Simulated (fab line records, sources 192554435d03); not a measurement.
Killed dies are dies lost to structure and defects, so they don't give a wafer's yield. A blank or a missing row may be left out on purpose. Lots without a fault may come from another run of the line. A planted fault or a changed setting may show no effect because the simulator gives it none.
Which tool did it? | flow n5_finfet | 11 lots, 33 wafers sampled, at 1 step of a route of 1938

WHAT THE GAUGES READ, wafer by wafer
N5_BEOL_M11_THK_MEAS_01.
lot  | measured     | on            | M11_ILD_THK (nm)
L859 | day 11 10:47 | film_metro-01 | 270 268 269
L861 | day 12 01:17 | film_metro-02 | 265 269 270
L860 | day 12 01:28 | film_metro-01 | 267 271 273
L862 | day 12 02:26 | film_metro-02 | 266 275 272
L864 | day 12 23:19 | film_metro-02 | 267 265 275
L868 | day 13 21:14 | film_metro-02 | 265 266 267
L865 | day 13 23:03 | film_metro-02 | 262 268 270
L870 | day 14 06:19 | film_metro-01 | 267 264 273
L869 | day 14 08:35 | film_metro-01 | 267 266 272
L874 | day 15 18:01 | film_metro-01 | 269 274 274
L877 | day 16 09:31 | film_metro-02 | 269 268 267

WHICH TOOL RAN EACH LOT (tool, then ch and the chambers of the sampled wafers, then the start)
The record holds no process step before these readings.

THE ANSWER, worked out from the rows above alone
Rule: what is usual is taken from the lots themselves. Put in order of their means at a reading, lots are off if they are a third of the lots or fewer, leave a main group of 4 or more, and stand apart from it by a gap of 3 or more times the standard deviation of the main group's means; of several such gaps the widest counts. A main group whose means are all the same, to the digits that the tables above print for the reading, isn't used. A lot without any number at a reading at which 4 lots or more have one is off too. The other lots that the step has rows for count as sound.
No lot is off at any reading shown: from this, nothing can be told.

WHAT THE SIMULATOR HAD PUT IN
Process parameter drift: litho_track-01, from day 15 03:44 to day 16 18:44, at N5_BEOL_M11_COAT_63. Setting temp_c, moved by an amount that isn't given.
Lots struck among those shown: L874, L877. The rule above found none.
